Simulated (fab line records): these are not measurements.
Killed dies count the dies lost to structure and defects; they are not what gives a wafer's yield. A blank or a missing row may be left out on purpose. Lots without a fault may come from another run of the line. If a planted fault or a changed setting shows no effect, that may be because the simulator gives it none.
Comparing a struck lot with a sound one | flow nandHarc | 13 steps out of a route of 1159
Sound: these wafers, L724.2, L724.4, L724.6. The struck wafers were L737.1, L737.2, L737.4. The cause is given at the end.
For every step that has rows: the tool of each side, followed by ch and its chambers, followed by its first start. Under that, the readings that differ: sound wafers | struck wafers | difference of the means | sigmas: that difference in standard deviations of wafers without a fault.
alike: words and numbers the same on both sides, and readings whose means are apart by under 2 such deviations; not compared: readings that were withheld, readings missing a value for some wafer, numbers with overlapping values and no deviation given by the record, and bounds like >300 which may hide the same value.
Wherever a step has rows on one side only, a row that says differs or no value, or a row with sigmas, the two part there. Numbers that have no deviation but don't overlap get no sigmas and don't part them. Lack of a reading on every wafer of one side parts them only where that side has two or more wafers.

NHARC_A_SOURCE_PLATE_THK_MEAS_06: measures by ellipsometry.
  struck on filmMetro-01, day 12 12:31; sound on filmMetro-01, day 9 08:38
  alike: thkNm
NHARC_A_SOURCE_PLATE_INSPECT_08:
  struck on defectInspect-01, day 12 12:34; sound on defectInspect-02, day 9 08:42
  alike: rawDefectCount
then NHARC_A_ONON_D1_DEP_00 (target thk 1000 nm), 1 step lacking rows for these wafers.
NHARC_A_ONON_D1_THK_MEAS_02: measures by ellipsometry.
  struck on filmMetro-01, day 12 13:09; sound on filmMetro-02, day 9 09:17
  alike: thkNm
then NHARC_A_ONON_D1_DEP_03 (target thk 1000 nm), 1 step lacking rows for these wafers.
NHARC_A_ONON_D1_THK_MEAS_05: measures by ellipsometry.
  struck on filmMetro-01, day 12 13:43; sound on filmMetro-01, day 9 09:58
  alike: thkNm
then NHARC_A_ONON_D1_DEP_06 (target thk 1000 nm), 1 step lacking rows for these wafers.
NHARC_A_ONON_D1_THK_MEAS_08: measures by ellipsometry.
  struck on filmMetro-02, day 12 14:17; sound on filmMetro-02, day 9 10:32
  alike: thkNm
then NHARC_A_ONON_D1_DEP_09 (target thk 1000 nm), 1 step lacking rows for these wafers.
NHARC_A_ONON_D1_THK_MEAS_11: measures by ellipsometry.
  struck on filmMetro-01, day 12 14:51; sound on filmMetro-02, day 9 11:05
  alike: thkNm
NHARC_A_ONON_D1_DEP_12: target thk 1000 nm.
  sound on pecvdOnon-02 ch 0, day 9 11:13; struck on pecvdOnon-02 ch 0, day 12 14:55
NHARC_A_ONON_D1_THK_MEAS_14: measures by ellipsometry.
  struck on filmMetro-01, day 12 15:36; sound on filmMetro-01, day 9 11:40
reading    | sound          | struck         | difference | sigmas
thkNm (nm) | 1011 1011 1010 | 1457 1458 1459 | +447       | +45
  not compared: hold
NHARC_END_SORT_01:
  the record has rows for the sound wafers here (prober-01 ch 0, day 22 07:53) and none for the struck ones

## WHERE THEY PART
Earliest at NHARC_A_ONON_D1_THK_MEAS_14; latest, in this record, at NHARC_END_SORT_01.

WHY: what had been put in by the simulator
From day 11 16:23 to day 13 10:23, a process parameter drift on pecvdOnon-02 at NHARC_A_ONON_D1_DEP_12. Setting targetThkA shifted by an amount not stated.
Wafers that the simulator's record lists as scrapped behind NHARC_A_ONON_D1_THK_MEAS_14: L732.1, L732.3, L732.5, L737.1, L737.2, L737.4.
